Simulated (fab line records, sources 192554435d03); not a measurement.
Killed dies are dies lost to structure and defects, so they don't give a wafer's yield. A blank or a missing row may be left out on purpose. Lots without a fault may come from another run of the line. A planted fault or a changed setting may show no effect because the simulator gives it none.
Split-lot experiment | flow n5_finfet | 7 lots, 21 wafers read, on a route of 1938 steps

THE SPLIT
At N5_SD_EPI_P_EPI_21 (deposits SiGe:B, time 355 s), the setting temp_c was moved away from the recipe's 550 C on 9 of the 21 wafers read, by -0.4% to +0.5%. The other wafers ran this setting at the recipe's value.

FROM THE SPLIT TO THE READING: what the file shows between them, 5 steps
- N5_SD_EPI_P_HM_STRIP_48: strips SiNx in H3PO4, material SiNx, target depth 3 nm
- N5_SD_EPI_P_SRD_49: time 30 s
- N5_SD_EPI_P_PRECLEAN_24: cleans in O3/DIW, time 45 s
- N5_SD_ACTIVATION_RTA_00: time 0 s
- N5_SD_ACTIVATION_LSA_01: time 0.0008 s

THE READING
RS_SD_P, in ohm/sq, at N5_SD_ACTIVATION_RS_MEAS_03 (measures by four-point-probe). Fault-free wafers of this fab line usually give 56.1 ohm/sq, standard deviation 0.89 ohm/sq.

wafer  | tool, chamber at the split | temp_c as run, C | against the recipe | RS_SD_P, ohm/sq | against lot-mates on the recipe
L074.4 | epi_rpcvd-02, 0            | 552.7            | +0.5%              | 54.4            | no lot-mate on the recipe
L074.5 | epi_rpcvd-02, 0            | 552.7            | +0.5%              | 54.4            | no lot-mate on the recipe
L074.6 | epi_rpcvd-02, 0            | 552.7            | +0.5%              | 53.8            | no lot-mate on the recipe
L075.2 | epi_rpcvd-04, 0            | 550              | recipe             | 55.7            | -
L075.3 | epi_rpcvd-04, 0            | 547.6            | -0.4%              | 59.2            | +3.5
L075.6 | epi_rpcvd-04, 0            | 550              | recipe             | 55.7            | -
L076.3 | epi_rpcvd-02, 0            | 550              | recipe             | 54.9            | -
L076.5 | epi_rpcvd-02, 0            | 550              | recipe             | 56.2            | -
L076.6 | epi_rpcvd-02, 0            | 550              | recipe             | 56.5            | -
L080.1 | epi_rpcvd-04, 0            | 550              | recipe             | 56.2            | -
L080.5 | epi_rpcvd-04, 0            | 550              | recipe             | 56.0            | -
L080.6 | epi_rpcvd-04, 0            | 548.4            | -0.3%              | 57.6            | +1.5
L085.3 | epi_rpcvd-04, 0            | 552.2            | +0.4%              | 51.1            | -2.7
L085.4 | epi_rpcvd-04, 0            | 552.2            | +0.4%              | 51.5            | -2.3
L085.5 | epi_rpcvd-04, 0            | 550              | recipe             | 53.8            | -
L086.1 | epi_rpcvd-04, 0            | 550              | recipe             | 55.2            | -
L086.2 | epi_rpcvd-04, 0            | 550              | recipe             | 55.7            | -
L086.5 | epi_rpcvd-04, 0            | 550              | recipe             | 55.9            | -
L097.3 | epi_rpcvd-01, 0            | 550              | recipe             | 55.6            | -
L097.5 | epi_rpcvd-01, 0            | 548.7            | -0.2%              | 58.0            | +2.4
L097.6 | epi_rpcvd-01, 0            | 548.7            | -0.2%              | 57.5            | +1.9

THE FIT
A straight line over all 21 wafers: RS_SD_P changes by -6.21 ohm/sq for each +1% of temp_c; r = -0.84; the points scatter about the line by 1.1 ohm/sq.
The same after taking each lot's own level away (the mean of its wafers on the recipe; 18 wafers): -7 ohm/sq for each +1%; r = -0.96; scatter 0.43 ohm/sq.
On that fit, the largest move of temp_c shifts the reading by 3.4 ohm/sq.
The lots' own levels span 53.80 to 56.10 ohm/sq, that is 2.6 times the standard deviation above.
So the lot-to-lot level changes the slope: the two fits differ.
Check: with one of the wafers moved furthest among these (-0.4%) left out of the fit, the line predicts +2.98 ohm/sq for it against its lot-mates. It came out at +3.5 ohm/sq against them.

OTHER SPLITS ON THESE WAFERS
These wafers also went through other splits before the reading. Each is held against what the fit with the lots' levels taken away leaves over:
other split on the same wafers                    | wafers away from the commonest value | r with RS_SD_P (lot level and that fit taken away)
N5_ZERO_LAYER_EXPOSE_08 dose_mj                   | 2                                    | -0.28
N5_WELL_APT_COAT_02 spin_rpm                      | 8                                    | -0.42
N5_PMOS_HMC_CHANNEL_EPI_PEB_07 peb_time_s         | 6                                    | +0.21
N5_PMOS_HMC_CHANNEL_EPI_DEVELOP_08 develop_time_s | 7                                    | -0.11
N5_FIN_SAQP_ETCH_65 time_s                        | 8                                    | +0.06
N5_FIN_SAQP_ETCH_64 bias_w                        | 8                                    | -0.22
N5_DUMMY_GATE_COAT_34 spin_rpm                    | 5                                    | -0.12

THE WHOLE CHAIN: every reading that the file lists as answering this split, in the file's order
step                        | what it does                                           | reading                                                                           | change (the file's fit)             | r (the file's)
N5_SD_EPI_P_EPI_21          | deposits SiGe:B, time 355 s                            | SiGe-B_of_SD_EPI_P_EPI_21.thk_nm (the simulator's own value, which no gauge read) | +6.7 nm for each +1% of the setting | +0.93
N5_SD_EPI_P_HM_STRIP_48     | strips SiNx in H3PO4, material SiNx, target depth 3 nm | SiGe-B_of_SD_EPI_P_EPI_21.thk_nm (the simulator's own value, which no gauge read) | +6.6 nm for each +1% of the setting | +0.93
N5_SD_ACTIVATION_RS_MEAS_03 | measures by four-point-probe                           | RS_SD_P                                                                           | -7.08 for each +1% of the setting   | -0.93

THE FILE'S OWN FIT
RS_SD_P changes by -7.08 ohm/sq for each +1% of temp_c, r = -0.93.
